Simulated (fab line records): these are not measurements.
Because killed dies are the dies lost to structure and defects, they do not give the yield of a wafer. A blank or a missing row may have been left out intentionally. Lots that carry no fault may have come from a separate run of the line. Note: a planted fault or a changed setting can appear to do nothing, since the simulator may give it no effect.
Which tool did it? + flow nand harc + 11 lots with 33 wafers sampled at 6 steps, on a route of 1302 steps

WHAT THE GAUGES SHOWED, per wafer
NHARC_P_ZERO_WELL_CD_MEAS_37: target cd 720 nm.
| lot  | measured     | on        | cd nm (nm)        |
|------|--------------|-----------|-------------------|
| L524 | day 2 00:14  | cd sem-01 | 719.6 718.5 720.2 |
| L525 | day 2 10:05  | cd sem-01 | 719.8 719.4 720.5 |
| L526 | day 2 20:29  | cd sem-03 | 721.0 718.9 718.9 |
| L528 | day 3 16:15  | cd sem-03 | 718.8 719.4 719.8 |
| L533 | day 5 18:25  | cd sem-03 | 729.9 732.1 728.5 |
| L535 | day 6 14:09  | cd sem-02 | 721.0 720.5 720.2 |
| L537 | day 7 10:14  | cd sem-03 | 718.8 716.9 718.9 |
| L542 | day 9 12:01  | cd sem-01 | 717.6 718.0 717.7 |
| L543 | day 9 22:05  | cd sem-03 | 720.9 720.3 718.8 |
| L545 | day 10 18:16 | cd sem-03 | 719.2 720.1 720.4 |
| L547 | day 11 14:14 | cd sem-02 | 719.6 720.2 720.3 |

NHARC_END_SORT_01.
| lot  | measured     | on        | killed at array | killed at other | killed at periphery | killed dies | killed open | killed short |
|------|--------------|-----------|-----------------|-----------------|---------------------|-------------|-------------|--------------|
| L533 | day 28 21:05 | prober-01 | 36 58 38        | 1 3 0           | 3 4 8               | 40 65 46    | 3 4 6       | 3 4 1        |
| L537 | day 30 00:05 | prober-01 | 94 88 86        | 0 0 0           | 7 1 4               | 101 89 90   | 4 2 4       | 4 1 3        |
| L542 | day 32 03:55 | prober-01 | 66 68 69        | 3 3 2           | 0 6 2               | 69 77 73    | 0 3 1       | 1 3 4        |
| L543 | day 32 18:14 | prober-01 | 60 56 69        | 1 0 0           | 4 4 1               | 65 60 70    | 3 3 2       | 3 1 0        |
| L545 | day 33 01:19 | prober-01 | 33 42 44        | 0 0 0           | 1 1 4               | 34 43 48    | 0 4 7       | 5 3 0        |

TOOL THAT RAN EACH LOT (tool first, then ch and the chambers of the sampled wafers, then the start)
| lot  | NHARC_P_ZERO_WELL_ETCH_62                     | NHARC_P_ZERO_WELL_EXPOSE_34       | NHARC_P_ZERO_WELL_DESCUM_54        | NHARC_P_STI_ETCH_42                |
|------|-----------------------------------------------|-----------------------------------|------------------------------------|------------------------------------|
| L524 | rie diel-06 ch 1,2,3, day 2 00:05 or earlier  | krf scanner-02 ch 0, day 2 00:05  | rie diel-04 ch 0,3, day 2 01:55    | rie diel-11 ch 0,2,3, day 3 02:52  |
| L525 | rie diel-04 ch 0,1,2, day 2 09:56 or earlier  | krf scanner-02 ch 0, day 2 09:56  | rie diel-04 ch 0,2,3, day 2 12:00  | rie diel-08 ch 1,2, day 3 09:28    |
| L526 | rie diel-04 ch 0,1,2, day 2 20:20 or earlier  | krf scanner-01 ch 0, day 2 20:20  | rie diel-04 ch 0,1,3, day 2 22:17  | rie diel-08 ch 1,2,3, day 3 16:11  |
| L528 | rie diel-07 ch 0,2, day 3 16:05 or earlier    | krf scanner-02 ch 0, day 3 16:05  | rie diel-06 ch 0,2,3, day 3 18:07  | rie diel-08 ch 1,3, day 4 11:17    |
| L533 | rie diel-07 ch 0,1,3, day 5 18:16 or earlier  | krf scanner-04 ch 0, day 5 18:16  | rie diel-06 ch 0,1,2, day 5 20:14  | rie diel-08 ch 1,3, day 6 14:27    |
| L535 | rie diel-04 ch 1,2,3, day 6 13:59 or earlier  | krf scanner-02 ch 0, day 6 13:59  | rie diel-07 ch 0,3, day 6 15:59    | rie diel-08 ch 0,1,3, day 7 11:43  |
| L537 | rie diel-06 ch 1,2,3, day 7 10:05 or earlier  | krf scanner-02 ch 0, day 7 10:05  | rie diel-04 ch 0,1,2, day 7 11:56  | rie diel-11 ch 0,1,2, day 8 07:07  |
| L542 | rie diel-07 ch 0,1,3, day 9 11:52 or earlier  | krf scanner-01 ch 0, day 9 11:52  | rie diel-06 ch 1,2,3, day 9 13:49  | rie diel-10 ch 0,1,2, day 10 06:16 |
| L543 | rie diel-06 ch 0,2, day 9 21:56 or earlier    | krf scanner-04 ch 0, day 9 21:56  | rie diel-04 ch 1,2,3, day 9 23:46  | rie diel-08 ch 0,2,3, day 10 17:52 |
| L545 | rie diel-06 ch 2,3, day 10 18:07 or earlier   | krf scanner-02 ch 0, day 10 18:07 | rie diel-04 ch 0,1,2, day 10 19:58 | rie diel-11 ch 0,1,2, day 11 14:09 |
| L547 | rie diel-04 ch 0,2,3, day 11 14:05 or earlier | krf scanner-04 ch 0, day 11 14:05 | rie diel-06 ch 2,3, day 11 15:55   | rie diel-11 ch 0,1,3, day 12 12:22 |
- NHARC_P_ZERO_WELL_ETCH_62: etches the open film in CHF3/Ar, target depth 13 nm, time 6.5 s.
- NHARC_P_ZERO_WELL_EXPOSE_34: exposes mask P PWELL, target cd 720 nm.
- NHARC_P_ZERO_WELL_DESCUM_54: chemistry O2, time 3 s.
- NHARC_P_STI_ETCH_42: etches the open film in N2/H2, target depth 80 nm, overetch 24 nm, time 61 s.

WHAT THE TOOLS THEMSELVES READ (means of the sampled wafers that have a number; where no wafer has one, the mark that the record gives instead)
NHARC_P_ZERO_WELL_ETCH_62.
| lot  | tool        | drypump motor current A (A) | oes product au (a.u.) | rf vpp V (V) | showerhead plenum p Torr (Torr) | throttle valve pct (%) |
|------|-------------|-----------------------------|-----------------------|--------------|---------------------------------|------------------------|
| L524 | rie diel-06 | 6.3                         | 0.976                 | 370.1        | 2.33                            | 20.206                 |
| L525 | rie diel-04 | 5.4                         | 0.977                 | 368.9        | 2.27                            | 20.212                 |
| L526 | rie diel-04 | 5.4                         | 0.939                 | 369.6        | 2.27                            | 20.213                 |
| L528 | rie diel-07 | 6.3                         | 0.962                 | 368.3        | 2.23                            | 20.209                 |
| L533 | rie diel-07 | 5.9                         | 0.955                 | 369.7        | 2.31                            | 20.212                 |
| L535 | rie diel-04 | 5.4                         | 0.954                 | 369.5        | 2.29                            | 20.208                 |
| L537 | rie diel-06 | 6.3                         | 0.987                 | 370.0        | 2.31                            | 20.209                 |
| L542 | rie diel-07 | 5.8                         | 0.965                 | 369.7        | 2.30                            | 20.207                 |
| L543 | rie diel-06 | 5.3                         | 0.972                 | 369.6        | 2.31                            | 20.218                 |
| L545 | rie diel-06 | 6.6                         | 0.946                 | 370.9        | 2.34                            | 20.226                 |
| L547 | rie diel-04 | 5.6                         | 0.965                 | 369.1        | 2.26                            | 20.218                 |

NHARC_P_ZERO_WELL_DESCUM_54.
| lot  | tool        | drypump motor current A (A) | oes product au (a.u.) | rf vpp V (V) | showerhead plenum p Torr (Torr) | throttle valve pct (%) |
|------|-------------|-----------------------------|-----------------------|--------------|---------------------------------|------------------------|
| L524 | rie diel-04 | 5.4                         | 0.996                 | 57.4         | 1.85                            | 11.310                 |
| L525 | rie diel-04 | 5.6                         | 1.005                 | 57.9         | 1.86                            | 11.317                 |
| L526 | rie diel-04 | 5.2                         | 0.996                 | 57.2         | 1.87                            | 11.301                 |
| L528 | rie diel-06 | 5.9                         | 1.003                 | 58.5         | 1.92                            | 11.317                 |
| L533 | rie diel-06 | 5.7                         | 1.008                 | 57.7         | 1.87                            | 11.319                 |
| L535 | rie diel-07 | 6.0                         | 0.993                 | 57.0         | 1.84                            | 11.313                 |
| L537 | rie diel-04 | 5.4                         | 0.995                 | 57.6         | 1.84                            | 11.306                 |
| L542 | rie diel-06 | 6.3                         | 1.006                 | 58.1         | 1.88                            | 11.306                 |
| L543 | rie diel-04 | 5.4                         | 1.003                 | 57.1         | 1.86                            | 11.308                 |
| L545 | rie diel-04 | 5.4                         | 1.002                 | 57.6         | 1.83                            | 11.309                 |
| L547 | rie diel-06 | 6.6                         | 1.003                 | 57.3         | 1.91                            | 11.311                 |

NHARC_P_STI_ETCH_42.
| lot  | tool        | drypump motor current A (A) | oes product au (a.u.) | rf vpp V (V) | showerhead plenum p Torr (Torr) | throttle valve pct (%) |
|------|-------------|-----------------------------|-----------------------|--------------|---------------------------------|------------------------|
| L524 | rie diel-11 | 5.6                         | 1.005                 | 430.0        | 2.02                            | 14.173                 |
| L525 | rie diel-08 | 5.4                         | 1.001                 | 429.4        | 2.01                            | 14.175                 |
| L526 | rie diel-08 | 5.7                         | 0.998                 | 431.8        | 2.08                            | 14.171                 |
| L528 | rie diel-08 | 5.7                         | 1.003                 | 430.4        | 2.05                            | 14.172                 |
| L533 | rie diel-08 | 5.7                         | 0.990                 | 431.2        | 2.05                            | 14.165                 |
| L535 | rie diel-08 | 5.8                         | 1.010                 | 430.9        | 2.04                            | 14.183                 |
| L537 | rie diel-11 | 5.7                         | 1.013                 | 429.3        | 2.02                            | 14.178                 |
| L542 | rie diel-10 | 5.9                         | 0.984                 | 430.7        | 2.04                            | 14.177                 |
| L543 | rie diel-08 | 5.7                         | 0.998                 | 430.4        | 2.06                            | 14.178                 |
| L545 | rie diel-11 | 5.7                         | 0.992                 | 430.2        | 2.01                            | 14.172                 |
| L547 | rie diel-11 | 5.3                         | 0.996                 | 427.0        | 1.93                            | 14.176                 |

THE ANSWER, worked out from the rows above alone
Rule: the lots themselves supply what counts as usual. Put in order of their means at a reading, lots are off if they are a third of the lots or fewer, leave a main group of 4 or more, and stand apart from it by a gap of 3 or more times the standard deviation of the main group's means; of several such gaps the widest counts. Not used: any main group whose means are identical at the precision the tables above print for the reading. A lot without any number at a reading at which 4 lots or more have one is off too. Where the step has rows for the other lots, those lots are counted as sound. Order of review: gauges by route order, followed by the tools' own readings, for which a lot's mean as printed above is used. The first step at which some lot is off is used, and at that step the reading that is off furthest; a lot without a number counts as furthest.
Off: L533, at NHARC_P_ZERO_WELL_CD_MEAS_37 (cd nm). Mean 719.5 nm and standard deviation 0.82 in the main group.
A tool fits if, at a process step before that reading, it ran every lot that is off, and no sound lot after the first of them. Those tools and the gauges at NHARC_P_ZERO_WELL_CD_MEAS_37 are tried in the same way. NHARC_P_ZERO_WELL_ETCH_62 gives no start for some lots, so the hours and the order of its lots are those of NHARC_P_ZERO_WELL_EXPOSE_34. No candidate that was tried fits.

WHAT HAD BEEN PUT IN BY THE SIMULATOR
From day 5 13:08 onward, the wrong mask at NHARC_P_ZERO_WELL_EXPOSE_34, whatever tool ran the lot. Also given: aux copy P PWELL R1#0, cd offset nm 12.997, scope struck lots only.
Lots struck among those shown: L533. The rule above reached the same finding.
